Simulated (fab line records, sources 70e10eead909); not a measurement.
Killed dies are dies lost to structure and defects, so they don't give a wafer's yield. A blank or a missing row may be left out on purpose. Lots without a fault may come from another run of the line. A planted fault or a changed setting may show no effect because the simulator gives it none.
fab line records | flow nand_harc
record lots=6 wafers=17 last_day=24
route steps=1159 shown A_CONTACT@862 END@1159
lots that met no fault: from a run of the same line without faults
start_h: hours from the record's first day to the start of the lot's first wafer shown | wait_h: hours since the lot's step before | " the same as in the row above | L1.1+2: a row that stands for several wafers | - no value, or no start given | * or withheld: withheld | < > ~ a bound
route shown NAME@n: a module of which the file shows steps, and the number in the route of the first | usual: mean/standard deviation of fault-free wafers | same: alike in all rows | chamber/n: place in a boat | sites: the reading at each site | _std_site: their standard deviation | _edge_site: outer sites' mean less inner sites' | radius_mm: how far each site lies from the wafer's centre | mask NAME#n: copy n | behind: the tool/chamber that last shaped the wafer | hold: why the lot was held/for how many hours/how that ended | device: the transistor (n, p or np) that didn't switch | end of line: the same wafers' tests at the end of the route | a step without rows: its recipe alone | killed: dies lost to structure and defects at the first sort, not the wafer's yield | map: a wafer's dies, x killed, . not, _ none there
set.NAME: the setting as run; set.NAME@STEP: as run at that earlier step | model.NAME: the simulator's own value behind a step, which no gauge read
lots at some steps of the route; a table a step, a row a wafer
services: from which hour (start_h, from the record's first day; less than 0 if before it) a tool's chamber was out of use, for how many hours, and why
## steps
# step NHARC_A_CONTACT_ETCH_111
# recipe source_w=withheld pressure_mtorr=20 bias_v=withheld time_s=140 target_depth_a=7000 ar_flow_sccm=withheld c4f8_flow_sccm=withheld o2_flow_sccm=withheld chemistry=C4F8/O2/Ar
# columns lot.wafer tool chamber start_h wait_h rf_hours_counter_h
L872.1 har_cap_etch-03 0 369.79 - 83
L872.4 " 1 " " -
L872.6 " 1 " " -
L876.2 har_cap_etch-01 1 423.82 - 64
L876.3 " 1 " " -
L876.5 " 0 " " -
L880.2 har_cap_etch-03 0 443.39 - 94
L880.6 " 1 " " -
L882.2 har_cap_etch-03 0 446.45 - 95
L882.4 " 0 " " -
L882.6 " 1 " " -
L888.2 har_cap_etch-01 1 472.29 - 75
L888.3 " 1 " " -
L888.6 " 0 " " -
L891.2 har_cap_etch-01 0 511.77 - 82
L891.3 " 0 " " -
L891.4 " 1 " " -
# step NHARC_A_CONTACT_ETCH_112
# recipe source_w=withheld pressure_mtorr=20 bias_v=3000 time_s=94 target_depth_a=9220 ar_flow_sccm=withheld c4f8_flow_sccm=withheld o2_flow_sccm=withheld chemistry=C4F8/O2/Ar
# step NHARC_A_CONTACT_ETCH_113
# recipe source_w=withheld pressure_mtorr=20 bias_v=3000 time_s=94 target_depth_a=9220 ar_flow_sccm=withheld c4f8_flow_sccm=withheld o2_flow_sccm=withheld chemistry=C4F8/O2/Ar
# step NHARC_A_CONTACT_ETCH_114
# recipe source_w=withheld pressure_mtorr=20 bias_v=3000 time_s=94 target_depth_a=9220 ar_flow_sccm=withheld c4f8_flow_sccm=withheld o2_flow_sccm=withheld chemistry=C4F8/O2/Ar
# step NHARC_A_CONTACT_ETCH_115
# recipe source_w=withheld pressure_mtorr=20 bias_v=3000 time_s=94 target_depth_a=9220 ar_flow_sccm=withheld c4f8_flow_sccm=withheld o2_flow_sccm=withheld chemistry=C4F8/O2/Ar
# step NHARC_A_CONTACT_ETCH_116
# recipe source_w=withheld pressure_mtorr=20 bias_v=3000 time_s=94 target_depth_a=9220 ar_flow_sccm=withheld c4f8_flow_sccm=withheld o2_flow_sccm=withheld chemistry=C4F8/O2/Ar
# columns lot.wafer tool chamber start_h wait_h rf_hours_counter_h
L872.1 har_cap_etch-03 0 370.35 0.1 83
L872.4 " 1 " " -
L872.6 " 1 " " -
L876.2 har_cap_etch-01 1 424.39 0.1 65
L876.3 " 1 " " -
L876.5 " 0 " " -
L880.2 har_cap_etch-03 0 444.14 0.1 94
L880.6 " 1 " " -
L882.2 har_cap_etch-03 0 447.00 0.1 95
L882.4 " 0 " " -
L882.6 " 1 " " -
L888.2 har_cap_etch-01 1 472.84 0.1 76
L888.3 " 1 " " -
L888.6 " 0 " " -
L891.2 har_cap_etch-01 0 512.33 0.1 82
L891.3 " 0 " " -
L891.4 " 1 " " -
# step NHARC_A_CONTACT_ETCH_117
# recipe source_w=withheld pressure_mtorr=20 bias_v=3000 time_s=94 target_depth_a=9220 ar_flow_sccm=withheld c4f8_flow_sccm=withheld o2_flow_sccm=withheld chemistry=C4F8/O2/Ar
# columns lot.wafer tool chamber start_h wait_h rf_hours_counter_h
L872.1 har_cap_etch-03 0 370.44 0.1 83
L872.4 " 1 " " -
L872.6 " 1 " " -
L876.2 har_cap_etch-01 1 424.48 0.1 65
L876.3 " 1 " " -
L876.5 " 0 " " -
L880.2 har_cap_etch-03 0 444.26 0.1 94
L880.6 " 1 " " -
L882.2 har_cap_etch-03 0 447.09 0.1 95
L882.4 " 0 " " -
L882.6 " 1 " " -
L888.2 har_cap_etch-01 1 472.93 0.1 76
L888.3 " 1 " " -
L888.6 " 0 " " -
L891.2 har_cap_etch-01 0 512.42 0.1 82
L891.3 " 0 " " -
L891.4 " 1 " " -
# step NHARC_A_CONTACT_ETCH_118
# recipe source_w=withheld pressure_mtorr=20 bias_v=3000 time_s=94 target_depth_a=9220 ar_flow_sccm=withheld c4f8_flow_sccm=withheld o2_flow_sccm=withheld chemistry=C4F8/O2/Ar
# columns lot.wafer tool chamber start_h wait_h rf_hours_counter_h
L872.1 har_cap_etch-03 0 370.53 0.1 83
L872.4 " 1 " " -
L872.6 " 1 " " -
L876.2 har_cap_etch-01 1 424.57 0.1 65
L876.3 " 1 " " -
L876.5 " 0 " " -
L880.2 har_cap_etch-03 0 444.38 0.1 94
L880.6 " 1 " " -
L882.2 har_cap_etch-03 0 447.18 0.1 95
L882.4 " 0 " " -
L882.6 " 1 " " -
L888.2 har_cap_etch-01 1 473.02 0.1 76
L888.3 " 1 " " -
L888.6 " 0 " " -
L891.2 har_cap_etch-01 0 512.52 0.1 82
L891.3 " 0 " " -
L891.4 " 1 " " -
# step NHARC_A_CONTACT_ETCH_119
# recipe source_w=withheld pressure_mtorr=20 bias_v=3000 time_s=94 target_depth_a=9220 ar_flow_sccm=withheld c4f8_flow_sccm=withheld o2_flow_sccm=withheld chemistry=C4F8/O2/Ar
# step NHARC_A_CONTACT_ETCH_120
# recipe source_w=withheld pressure_mtorr=20 bias_v=3000 time_s=94 target_depth_a=9220 ar_flow_sccm=withheld c4f8_flow_sccm=withheld o2_flow_sccm=withheld chemistry=C4F8/O2/Ar
# step NHARC_A_CONTACT_ETCH_121
# recipe source_w=withheld pressure_mtorr=20 bias_v=3000 time_s=94 target_depth_a=9220 ar_flow_sccm=withheld c4f8_flow_sccm=withheld o2_flow_sccm=withheld chemistry=C4F8/O2/Ar
# step NHARC_A_CONTACT_ETCH_122
# recipe source_w=withheld pressure_mtorr=20 bias_v=3000 time_s=95 target_depth_a=9300 ar_flow_sccm=withheld c4f8_flow_sccm=withheld o2_flow_sccm=withheld chemistry=C4F8/O2/Ar
# step NHARC_A_CONTACT_ETCH_123
# recipe source_w=withheld pressure_mtorr=20 bias_v=400 time_s=253 target_depth_a=10900 ar_flow_sccm=withheld c4f8_flow_sccm=11.5 o2_flow_sccm=7.2 chemistry=C4F8/O2/Ar
# columns lot.wafer tool chamber start_h wait_h rf_hours_counter_h
L872.1 har_cap_etch-03 0 370.99 0.1 84
L872.4 " 1 " " -
L872.6 " 1 " " -
L876.2 har_cap_etch-01 1 425.02 0.1 65
L876.3 " 1 " " -
L876.5 " 0 " " -
L880.2 har_cap_etch-03 0 444.99 0.1 95
L880.6 " 1 " " -
L882.2 har_cap_etch-03 0 447.67 0.1 96
L882.4 " 0 " " -
L882.6 " 1 " " -
L888.2 har_cap_etch-01 1 473.52 0.1 76
L888.3 " 1 " " -
L888.6 " 0 " " -
L891.2 har_cap_etch-01 0 512.97 0.1 83
L891.3 " 0 " " -
L891.4 " 1 " " -
# step NHARC_A_CONTACT_ETCH_90
# recipe target_depth_a=400 over_etch_frac=0.5 time_s=85.7 ion_energy_ev=120 ch3f_flow_sccm=50 o2_flow_sccm=30 ar_flow_sccm=200 rf_w=500 bias_w=100 chemistry=CH3F/O2
# step NHARC_A_CONTACT_ETCH_96
# recipe target_depth_a=200 over_etch_frac=0.5 time_s=10 ion_energy_ev=250 c4f6_flow_sccm=25 o2_flow_sccm=20 ar_flow_sccm=500 rf_w=600 bias_w=500 chemistry=C4F6/O2
# step NHARC_A_CONTACT_CD_MEAS_53
# usual cd_nm=189.5/0.81
# columns lot.wafer tool chamber start_h wait_h cd_nm
L872.1 cd_sem-02 - 371.84 - 188.9
L872.4 " - " " 189.2
L872.6 " - " " 188.3
L876.2 cd_sem-03 - 425.85 - 188.1
L876.3 " - " " 188.8
L876.5 " - " " 188.3
L880.2 cd_sem-02 - 445.92 - 189.6
L880.6 " - " " 189.8
L882.2 cd_sem-01 - 448.45 - 190.3
L882.4 " - " " 190.4
L882.6 " - " " 190.0
L888.2 cd_sem-03 - 474.29 - 190.7
L888.3 " - " " 190.0
L888.6 " - " " 190.3
L891.2 cd_sem-02 - 513.80 - 190.0
L891.3 " - " " 189.9
L891.4 " - " " 190.7
# step NHARC_A_CONTACT_STRIP_99
# recipe n2_flow_sccm=150 h2_flow_sccm=150 ar_flow_sccm=0 bias_w=0 chemistry=N2/H2
# step NHARC_A_CONTACT_STRIP_100
# recipe cf4_flow_sccm=100 chf3_flow_sccm=30 ar_flow_sccm=0 bias_w=0 chemistry=CF4/CHF3
# step NHARC_A_CONTACT_STRIP_101
# recipe o2_flow_sccm=400 cos_flow_sccm=20 ar_flow_sccm=0 bias_w=0 chemistry=O2/COS
# step NHARC_A_CONTACT_ETCH_102
# recipe target_depth_a=700 overetch_a=70 time_s=38.5 ion_energy_ev=100 cf4_flow_sccm=80 o2_flow_sccm=20 ar_flow_sccm=0 rf_w=300 bias_w=100 chemistry=CF4/O2
# step NHARC_A_CONTACT_STRIP_55
# recipe o2_flow_sccm=500 ar_flow_sccm=0 bias_w=0 chemistry=O2
# step NHARC_A_CONTACT_STRIP_56
# recipe time_s=600 temp_c=30 chemistry=post_etch_residue_remover
# step NHARC_A_CONTACT_DEP_57
# recipe target_thk_a=28000 temp_c=400 material=aC
# step NHARC_A_CONTACT_DEP_58
# recipe target_thk_a=600 target_thk_nm=60 temp_c=400 pressure_torr=3.5 flow_sccm=200 rf_w=350 material=SiON
# step NHARC_A_CONTACT_DEHYDRATE_59
# recipe temp_c=150 time_s=120
# step NHARC_A_CONTACT_HMDS_60
# recipe time_s=30
# step NHARC_A_CONTACT_COAT_61
# recipe temp_c=260 time_s=75
# step NHARC_A_CONTACT_COAT_62
# recipe temp_c=225 time_s=65
# step NHARC_A_CONTACT_COAT_63
# recipe spin_rpm=1500 resist_thk_nm=90
# step NHARC_A_CONTACT_SOFTBAKE_64
# recipe temp_c=105 time_s=55
# step NHARC_A_CONTACT_EBR_65
# step NHARC_A_CONTACT_EXPOSE_66
# recipe na=1.35 sigma_outer=0.8 dose_mj=59.02 mask_id=A_CC_2
# step NHARC_A_CONTACT_PEB_67
# recipe peb_temp_c=100 peb_time_s=65
# step NHARC_A_CONTACT_DEVELOP_68
# recipe develop_time_s=35 dev_temp_c=23
# step NHARC_A_CONTACT_CD_MEAS_69
# recipe target_cd_nm=200 landing_energy_ev=500
# usual cd_nm=200.0/0.42
# columns lot.wafer tool chamber start_h wait_h cd_nm
L872.1 cd_sem-02 0 377.62 - 199.7
L872.4 " 0 " " 199.7
L872.6 " 0 " " 199.5
L876.2 cd_sem-02 0 430.18 - 199.6
L876.3 " 0 " " 200.3
L876.5 " 0 " " 199.6
L880.2 cd_sem-03 0 450.66 - 199.8
L880.6 " 0 " " 200.7
L882.2 cd_sem-02 0 452.93 - 199.5
L882.4 " 0 " " 200.2
L882.6 " 0 " " 199.9
L888.2 cd_sem-02 0 477.67 - 200.3
L888.3 " 0 " " 200.0
L888.6 " 0 " " 200.1
L891.2 cd_sem-01 0 517.63 - 200.8
L891.3 " 0 " " 200.1
L891.4 " 0 " " 200.4
# step NHARC_A_CONTACT_OVL_MEAS_70
# usual overlay_x_nm=-0.1/0.9 overlay_y_nm=0.1/0.78
# columns lot.wafer tool chamber start_h wait_h overlay_x_nm overlay_y_nm
L872.1 overlay-02 - 377.70 - 1.1 -1.9
L872.4 " - " " 0.5 -1.2
L872.6 " - " " 0.3 -1.8
L876.2 overlay-02 - 430.26 - -0.2 -0.3
L876.3 " - " " 0.1 -0.7
L876.5 " - " " -0.3 -0.9
L880.2 overlay-02 - 450.75 - -0.1 0.6
L880.6 " - " " -0.4 1.6
L882.2 overlay-01 - 453.01 - -0.5 -0.2
L882.4 " - " " -0.8 0.7
L882.6 " - " " -0.8 1.4
L888.2 overlay-01 - 477.76 - -0.6 -0.2
L888.3 " - " " 0.3 0.0
L888.6 " - " " -0.1 0.0
L891.2 overlay-01 - 517.71 - -1.0 -1.5
L891.3 " - " " -1.2 -1.7
L891.4 " - " " -0.9 -1.5
# step NHARC_A_CONTACT_DESCUM_74
# recipe time_s=3 o2_flow_sccm=200 ar_flow_sccm=0 bias_power_w=0 chemistry=O2
# usual drypump_motor_current_A=5.7/0.43 oes_product_au=1.002/0.006 rf_vpp_V=57.9/0.88 showerhead_plenum_p_Torr=1.94/0.091 throttle_valve_pct=11.312/0.009
# same bias_power_w=0
# columns lot.wafer tool chamber start_h wait_h drypump_motor_current_A oes_product_au rf_hours_counter_h rf_vpp_V showerhead_plenum_p_Torr throttle_valve_pct
L872.1 rie_diel-01 1 377.89 0.1 5.9 1.008 24 56.7 1.98 11.312
L872.6 " 3 " " 5.0 1.007 - 57.0 2.07 11.324
L872.4 " 0 " " 5.6 1.006 - 57.3 1.83 11.310
L876.3 rie_diel-04 1 430.37 0.1 5.7 1.000 23 57.9 1.91 11.313
L876.2 " 2 " " 6.5 0.993 22 56.7 1.82 11.310
L876.5 " 2 " " 6.6 1.005 - 56.6 1.82 11.326
L880.2 rie_diel-04 0 450.86 0.1 5.7 0.996 29 56.6 1.99 11.304
L880.6 " 3 " " 5.3 1.002 - 57.4 2.01 11.311
L882.4 rie_diel-10 2 453.11 0.1 6.1 1.002 30 58.9 2.00 11.304
L882.2 " 1 " " 5.4 1.001 31 58.4 2.05 11.310
L882.6 " 3 " " 5.3 0.999 - 57.8 1.97 11.318
L888.2 rie_diel-04 2 477.86 0.1 6.6 0.992 0 57.3 1.82 11.317
L888.3 " 3 " " 5.3 0.996 0 57.5 2.01 11.304
L888.6 " 2 " " 6.6 0.996 - 57.9 1.82 11.335
L891.2 rie_diel-04 2 517.81 0.1 6.6 0.997 6 58.0 1.81 11.308
L891.3 " 3 " " 5.3 1.004 6 57.5 2.00 11.304
L891.4 " 0 " " 5.7 1.000 7 57.5 1.98 11.317
# step NHARC_A_CONTACT_ETCH_75
# recipe target_depth_a=390 over_etch_frac=0.3 time_s=65 ion_energy_ev=80 cf4_flow_sccm=150 ar_flow_sccm=0 rf_w=300 bias_w=100 chemistry=CF4
# step NHARC_A_CONTACT_ETCH_76
# recipe target_depth_a=2600 over_etch_frac=0.3 time_s=475.3 ion_energy_ev=200 n2_flow_sccm=150 h2_flow_sccm=150 ar_flow_sccm=0 rf_w=400 bias_w=150 chemistry=N2/H2
# step NHARC_A_CONTACT_ETCH_77
# recipe target_depth_a=726 time_s=36.3 cf4_flow_sccm=100 chf3_flow_sccm=30 ar_flow_sccm=0 rf_w=500 bias_w=200 chemistry=CF4/CHF3
# step NHARC_A_CONTACT_ETCH_78
# recipe target_depth_a=28000 over_etch_frac=0.3 time_s=728 ion_energy_ev=150 o2_flow_sccm=400 cos_flow_sccm=20 ar_flow_sccm=0 rf_w=500 bias_w=300 chemistry=O2/COS
# step NHARC_END_SORT_01
# recipe temp_c=25
# usual killed_at_array=28/8.9 killed_at_other=0.8/1.2 killed_at_periphery=3.3/2.3 killed_dies=32/9.4 killed_open=3.2/1.8 killed_short=1.9/1.4
# same gross_dies=677
# columns lot.wafer tool chamber start_h wait_h killed_at_array killed_at_other killed_at_periphery killed_dies killed_open killed_short
L882.2 prober-02 0 519.06 2.8 95 0 0 95 2 2
L882.4 prober-02 0 520.65 3.4 96 0 2 98 4 5
L882.6 prober-02 0 522.23 4.0 43 0 0 43 2 1
L880.2 prober-01 0 526.05 2.8 92 0 1 93 3 3
# killed by level:class
L882.2 A_CONTACT:unspecified=66 A_CHANNEL_HOLE_D1:chamber_film_flake=18 A_WL_FILL:geometric_particle:short=2 A_STAIRCASE:chamber_film_flake=2 A_WL_FILL:chamber_film_flake=2 A_CONTACT:chamber_film_flake=2 A_WL_FILL:geometric_particle:open=1 A_CONTACT:geometric_particle:open=1
L882.4 A_CONTACT:unspecified=66 A_CHANNEL_HOLE_D1:chamber_film_flake=14 A_CONTACT:chamber_film_flake=4 A_WL_FILL:chamber_film_flake=3 A_ONON_D1:geometric_particle:short=2 A_M1:geometric_particle:open=2 A_STAIRCASE:chamber_film_flake=2 P_GATE:geometric_particle:short=1
L882.6 A_CHANNEL_HOLE_D1:chamber_film_flake=25 A_STAIRCASE:chamber_film_flake=6 A_CONTACT:chamber_film_flake=5 A_WL_FILL:chamber_film_flake=3 A_ONON_D1:geometric_particle:open=1 A_WL_FILL:geometric_particle:short=1 A_CONTACT:geometric_particle:open=1 A_ZERO_WELL:chamber_film_flake=1
L880.2 A_CONTACT:unspecified=64 A_SLIT:chamber_film_flake=12 A_CHANNEL_HOLE_D1:chamber_film_flake=6 A_WL_FILL:geometric_particle:short=2 A_CONTACT:geometric_particle:open=2 A_STAIRCASE:chamber_film_flake=2 P_GATE:geometric_particle:open=1 A_CONTACT:geometric_particle:short=1
# map L880.2 (x killed, . not)
____________.____________
_________.....xx_________
_______.........x._______
______........x.x..______
_____..........x...._____
____.................____
____...........x.....____
___...................___
___...................___
__.................x...__
__.....................__
_......................._
_....................x.._
_......................._
_......................._
_.x....................._
..xx.x...................
..xxx..............x.....
..x...............x..x...
..x............xxx..x....
.xx.x.........xxxx.xx....
_...........x.xxxxxx...._
_.............xxxxxxx..._
_.x...........xxxxxxx..._
_..............xxxxxx..x_
_...........x..xxxxxxx.._
__.............xxxxxxx.__
__.............xxxxx...__
___.............xx.x..___
___..............xx...___
____............x..x.____
____.................____
_____..........x...._____
______............x______
_______..x........_______
_________......._________
____________.____________
# map L882.4 (x killed, . not)
____________.____________
_________......._________
_______..........._______
______.............______
_____..............._____
____.................____
____.................____
___...................___
___...................___
__.....x...............__
__.........x....x.x....__
_..x............x.x....._
_.............x...x....._
_..x...........x.....x.._
_...............x..x...._
_xx..............xx....._
.................x.......
..................x......
...............x..x...x..
..............x.xxxx.....
..............xxxxxx.....
_...............xxxxxx.._
_..............xxxxxx..._
_.x............xxxxxxx.._
_.............xxxxxxxxx._
_....xx.......xxxxxx.x.._
__.............xxxxxx..__
__............xxxxxxxx.__
___.....x.......xxxxx.___
___...............xx..___
____.............x.x.____
____.................____
_____.........x....._____
______.............______
_______..x........_______
_________......._________
____________.____________
## services
# columns tool chamber start_h hours kind
rie_diel-04 0 346.92 - clean
rie_diel-04 1 346.92 - clean
rie_diel-04 2 346.92 - clean
rie_diel-04 3 346.92 - clean
rie_diel-10 - 353.50 9.0 pm
rie_diel-01 2 370.60 14.2 repair
rie_diel-04 0 371.42 - clean
rie_diel-04 1 371.42 - clean
rie_diel-04 2 371.42 - clean
rie_diel-04 3 371.42 - clean
rie_diel-04 - 393.64 0.7 repair
rie_diel-04 0 395.92 - clean
rie_diel-04 1 395.92 - clean
rie_diel-04 2 395.92 - clean
rie_diel-04 3 395.92 - clean
rie_diel-04 0 420.42 - clean
rie_diel-04 1 420.42 - clean
rie_diel-10 2 423.51 3.3 repair
rie_diel-01 0 453.61 3.1 repair
rie_diel-01 2 458.27 8.7 repair
rie_diel-10 0 463.85 7.3 repair
rie_diel-04 - 465.95 9.0 pm
rie_diel-01 - 492.10 9.0 pm
rie_diel-01 2 504.88 3.7 repair
## key
first_sign step=NHARC_END_SORT_01 reading=killed_at_array direction=up sigmas=7.4 usual=28 struck=94
effect step=NHARC_END_SORT_01 reading=killed_dies direction=up sigmas=6.7 usual=32 struck=95
more_kills_born_at NHARC_A_CONTACT_ETCH_123@har_cap_etch-03=194
met_at NHARC_A_CONTACT_ETCH_123
struck_wafers L880.2,L882.2,L882.4
tester_left_out L880,L882
onset_between 370.99 444.99
fault kind=chamber_particle_source tool=har_cap_etch-03 chamber=0 onset_h=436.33 steps=NHARC_A_CONTACT_ETCH_123 rate_per_visit_cm2=0.38682 end_h=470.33
# tester_left_out: of these lots the tester's yield and bins aren't shown, on N5 and GAA mostly nor the transistor test; their killed dies are dies lost to structure and defects alone, not to doping, threshold or leakage, so they don't give the yield
